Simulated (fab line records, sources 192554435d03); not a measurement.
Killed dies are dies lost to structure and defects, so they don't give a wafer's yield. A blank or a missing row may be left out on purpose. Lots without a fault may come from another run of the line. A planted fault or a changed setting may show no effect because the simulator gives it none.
Chamber matching | flow n5_finfet | N5_DUMMY_GATE_ETCH_36 on rie_diel-03: 4 sister chambers
The step etches SiARC in CF4, target depth 13 nm. 18 wafers are shown with their chamber, then 9 later ones without.

WAFERS WITH THEIR CHAMBER
wafer  | chamber | drypump_motor_current_A (A) | showerhead_plenum_p_Torr (Torr) | throttle_valve_pct (%)
L077.2 | 1       | 5.7                         | 2.19                            | 15.74
L077.3 | 0       | 6.5                         | 2.20                            | 15.49
L077.6 | 0       | 6.5                         | 2.20                            | 15.48
L079.1 | 2       | 6.6                         | 2.13                            | 15.87
L079.2 | 1       | 5.7                         | 2.19                            | 15.74
L079.5 | 0       | 6.5                         | 2.19                            | 15.50
L082.1 | 0       | 6.5                         | 2.19                            | 15.51
L082.2 | 3       | 5.5                         | 2.21                            | 15.78
L082.4 | 3       | 5.4                         | 2.21                            | 15.78
L088.1 | 3       | 5.4                         | 2.21                            | 15.80
L088.3 | 0       | 6.5                         | 2.19                            | 15.51
L088.4 | 1       | 5.7                         | 2.18                            | 15.28
L091.3 | 0       | 6.5                         | 2.19                            | 15.54
L091.5 | 1       | 5.7                         | 2.18                            | 15.29
L091.6 | 2       | 6.6                         | 2.12                            | 15.91
L092.1 | 1       | 5.7                         | 2.18                            | 15.29
L092.2 | 3       | 5.5                         | 2.20                            | 15.83
L092.3 | 0       | 6.5                         | 2.19                            | 15.57

SIGNATURES (means of the wafers above)
reading                  | chamber 0 | chamber 1 | chamber 2 | chamber 3 | scatter within a chamber
drypump_motor_current_A  | 6.500     | 5.700     | 6.600     | 5.450     | 0.0267
showerhead_plenum_p_Torr | 2.1929    | 2.1840    | 2.1250    | 2.2075    | 0.00526
throttle_valve_pct       | 15.5143   | 15.4680   | 15.8900   | 15.7975   | 0.135
Rule: a wafer's distance from a chamber is the root of the sum, over the readings, of the square of ((its reading less the chamber's mean) divided by the reading's scatter). The wafer belongs to the nearest chamber; if the next one is less than 2 further off, it can't be placed. The scatter: the root of (the sum of the squares of (reading less its chamber's mean) over the shown wafers, divided by (wafers less chambers)).

WAFERS WITHOUT THEIR CHAMBER
wafer  | drypump_motor_current_A (A) | showerhead_plenum_p_Torr (Torr) | throttle_valve_pct (%)
L094.3 | 5.7                         | 2.18                            | 15.30
L094.5 | 6.6                         | 2.12                            | 15.91
L094.6 | 5.4                         | 2.20                            | 15.83
L095.1 | 6.5                         | 2.18                            | 15.55
L095.3 | 5.7                         | 2.18                            | 15.31
L095.6 | 5.4                         | 2.20                            | 15.83
L096.1 | 5.4                         | 2.20                            | 15.84
L096.4 | 6.5                         | 2.18                            | 15.56
L096.5 | 5.4                         | 2.20                            | 15.83

WHICH CHAMBER EACH WENT THROUGH
wafer  | from the rows above | in truth
L094.3 | 1                   | 1
L094.5 | 2                   | 2
L094.6 | 3                   | 3
L095.1 | 0                   | 0
L095.3 | 1                   | 1
L095.6 | 3                   | 3
L096.1 | 3                   | 3
L096.4 | 0                   | 0
L096.5 | 3                   | 3
Placed correctly: 9 of 9. Can't be placed from these rows: 0. Placed wrongly: 0.
